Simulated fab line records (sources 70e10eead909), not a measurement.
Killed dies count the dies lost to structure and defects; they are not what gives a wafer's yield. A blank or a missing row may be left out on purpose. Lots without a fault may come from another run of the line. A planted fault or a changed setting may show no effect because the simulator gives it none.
Matching of chambers -- flow nandHarc -- 4 sister chambers for NHARC_P_BONDPAD_ACTIVATE_29 on rieDiel-07
The step chemistry N2, time 60 s. 24 wafers are shown with their chamber, then 12 later ones without.

## WAFERS PAIRED WITH THEIR CHAMBERS
wafer,chamber,drypumpMotorCurrentA (A),oesProductAu (a.u.),rfVppV (V)
L075.1,1,6.05,0.993,63.6
L075.4,2,6.07,1.017,64.6
L075.5,1,6.05,0.997,64.5
L078.1,2,6.14,1.008,64.4
L078.3,3,5.91,0.996,65.0
L078.6,3,5.92,1.002,65.3
L081.1,0,5.52,0.988,62.6
L081.2,2,6.11,1.003,64.7
L081.3,3,5.93,1.011,64.6
L081.4,1,6.09,0.980,63.0
L081.5,2,6.09,1.006,64.6
L081.6,1,6.09,0.996,65.7
L080.3,1,6.06,0.981,66.0
L080.4,0,5.50,0.999,65.0
L080.5,0,5.53,0.993,64.9
L083.1,3,5.91,1.014,62.5
L083.2,2,6.12,1.004,64.9
L083.6,1,6.08,0.978,64.2
L088.1,1,6.06,0.974,66.4
L088.3,3,5.91,0.988,63.6
L088.6,1,6.06,0.971,65.2
L091.2,1,6.08,1.002,64.9
L091.5,0,5.54,0.978,64.0
L091.6,3,5.93,0.988,63.6

SIGNATURES, as means of the wafers listed above
reading,chamber 0,chamber 1,chamber 2,chamber 3,scatter within a chamber
drypumpMotorCurrentA,5.5225,6.0689,6.1060,5.9183,0.0178
oesProductAu,0.98950,0.98578,1.00760,0.99983,0.01
rfVppV,64.125,64.833,64.640,64.100,0.987
Rule: distance of a wafer from a chamber = root of the sum over the readings of ((wafer's reading minus chamber's mean) / reading's scatter) squared. If the next closest chamber is less than 2 further off than the closest, the wafer can't be placed; otherwise it belongs to the closest. The scatter: the root of (the sum of the squares of (reading less its chamber's mean) over the shown wafers, divided by (wafers less chambers)).

## WAFERS MISSING THEIR CHAMBER
wafer,drypumpMotorCurrentA (A),oesProductAu (a.u.),rfVppV (V)
L092.1,6.06,1.022,66.1
L092.2,6.13,1.007,64.5
L092.5,5.94,0.991,63.6
L093.2,6.13,1.009,65.6
L093.4,5.91,1.007,64.3
L093.5,6.13,1.012,64.2
L094.3,6.09,1.005,64.2
L094.4,5.50,0.983,67.0
L094.6,6.09,1.018,63.7
L095.3,6.07,1.011,64.9
L095.5,5.50,0.994,63.2
L095.6,6.12,1.005,63.4

## WHICH CHAMBER EACH WENT THROUGH
wafer,from the rows above,in truth
L092.1,can't be placed: 2 or 1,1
L092.2,2,2
L092.5,3,3
L093.2,2,2
L093.4,3,3
L093.5,2,2
L094.3,can't be placed: 2 or 1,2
L094.4,0,0
L094.6,can't be placed: 2 or 1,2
L095.3,can't be placed: 2 or 1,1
L095.5,0,0
L095.6,2,2
8 of 12 placed correctly. From these rows, 4 cannot be placed; in 4 the true chamber is one of the candidates. Wrongly placed: 0.
